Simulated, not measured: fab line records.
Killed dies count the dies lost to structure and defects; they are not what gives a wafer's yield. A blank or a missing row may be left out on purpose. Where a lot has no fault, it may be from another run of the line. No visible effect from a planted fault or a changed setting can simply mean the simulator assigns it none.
Check of tool commonality	flow n5Finfet	Sample size 9 lots and 27 wafers

REASON FOR OPENING
At N5_SD_ACTIVATION_RS_MEAS_03 the reading RS_SD_N is flagged on 2 of 9 lots. Fault-free wafers read 21.8 ohm/sq, with a standard deviation of 0.31.
Rule: a lot is flagged when every wafer of it that has a number lies more than 4 standard deviations from that mean, or none has a number. All remaining lots are regarded as sound.

lot	measured	on	RS_SD_N (ohm/sq), wafer by wafer	flag
L327	day 3 21:07	filmMetro-01	22.0 22.2 21.9	
L331	day 4 16:42	filmMetro-01	21.6 21.3 21.6	
L334	day 5 13:47	filmMetro-01	21.5 21.8 21.6	
L335	day 5 18:29	filmMetro-02	21.9 21.9 21.5	
L336	day 5 21:38	filmMetro-01	21.8 21.5 21.2	
L337	day 6 03:53	filmMetro-01	21.6 21.6 21.4	
L338	day 6 15:52	filmMetro-02	21.6 21.6 21.4	
L341	day 7 06:30	filmMetro-02	26.0 26.1 26.0	FLAGGED
L343	day 7 18:43	filmMetro-02	26.2 26.5 26.3	FLAGGED
The mean of the flagged lots' numbers is 26.2 ohm/sq, +4.4 ohm/sq from the usual (+14 standard deviations).

WHICH TOOL EACH LOT WENT THROUGH
The record holds 2 process steps before the reading, out of a route of 1938 steps. In each cell: the tool, then ch and the chambers that the sampled wafers went through, then the start.
lot	flag	N5_SD_EPI_P_ETCH_37	N5_SD_ACTIVATION_LSA_01
L327		rieDiel-02 ch 0,1,2, day 3 15:05	laserAnneal-01 ch 0, day 3 20:55
L331		rieDiel-06 ch 0,1,3, day 4 12:34	laserAnneal-01 ch 0, day 4 16:29
L334		rieDiel-02 ch 0,1, day 5 09:41	laserAnneal-02 ch 0, day 5 13:35
L335		rieDiel-03 ch 1,2,3, day 5 14:13	laserAnneal-01 ch 0, day 5 18:19
L336		rieDiel-03 ch 2,3, day 5 17:28	laserAnneal-02 ch 0, day 5 21:28
L337		rieDiel-02 ch 0,3, day 5 23:44	laserAnneal-01 ch 0, day 6 03:42
L338		rieDiel-06 ch 0,1,3, day 6 09:58	laserAnneal-02 ch 0, day 6 15:40
L341	FLAGGED	rieDiel-02 ch 0,2,3, day 7 01:25	laserAnneal-01 ch 0, day 7 06:17
L343	FLAGGED	rieDiel-06 ch 0,1,2, day 7 14:37	laserAnneal-01 ch 0, day 7 18:31
What the steps here do:
- N5_SD_EPI_P_ETCH_37: etches SOC in N2/H2, overetch 108 nm, time 486 s.
- N5_SD_ACTIVATION_LSA_01: time 0.0008 s.
- N5_SD_ACTIVATION_RS_MEAS_03: measures by four-point-probe.

FLAGGED OVER TOTAL, TOOL BY TOOL (the gauges that took the reading come last)
step	tool	lots run	flagged	share of the flagged lots	sound lots run after its first flagged lot
N5_SD_EPI_P_ETCH_37	rieDiel-02	4	1	some	0
N5_SD_EPI_P_ETCH_37	rieDiel-03	2	0	none	-
N5_SD_EPI_P_ETCH_37	rieDiel-06	3	1	some	0
N5_SD_ACTIVATION_LSA_01	laserAnneal-01	6	2	all	0
N5_SD_ACTIVATION_LSA_01	laserAnneal-02	3	0	none	-
N5_SD_ACTIVATION_RS_MEAS_03	filmMetro-01	5	0	none	-
N5_SD_ACTIVATION_RS_MEAS_03	filmMetro-02	4	2	all	0

THE TABLE: WHAT IT ALLOWS
2 rows of the table ran every flagged lot: laserAnneal-01 at N5_SD_ACTIVATION_LSA_01, filmMetro-02 at N5_SD_ACTIVATION_RS_MEAS_03.
- laserAnneal-01 at N5_SD_ACTIVATION_LSA_01: 2 of its 6 lots flagged. Its last sound lot is L337 (day 6 03:42), its first flagged lot L341 (day 7 06:17): a fault that began between those two fits. Its own readings (wafer_temp_C_max) fall more than 4 standard deviations out on all wafers of the flagged lots.
- filmMetro-02 at N5_SD_ACTIVATION_RS_MEAS_03: 2 of its 4 lots flagged. Its last sound lot is L338 (day 6 15:52), its first flagged lot L341 (day 7 06:30): a fault that began between those two fits.
A lot count leaves these 2 tools indistinguishable: every one of them fits a fault beginning at some hour. More lots, or a look at what each step does to the wafer, might.

WHAT THE SIMULATOR HAD PUT IN
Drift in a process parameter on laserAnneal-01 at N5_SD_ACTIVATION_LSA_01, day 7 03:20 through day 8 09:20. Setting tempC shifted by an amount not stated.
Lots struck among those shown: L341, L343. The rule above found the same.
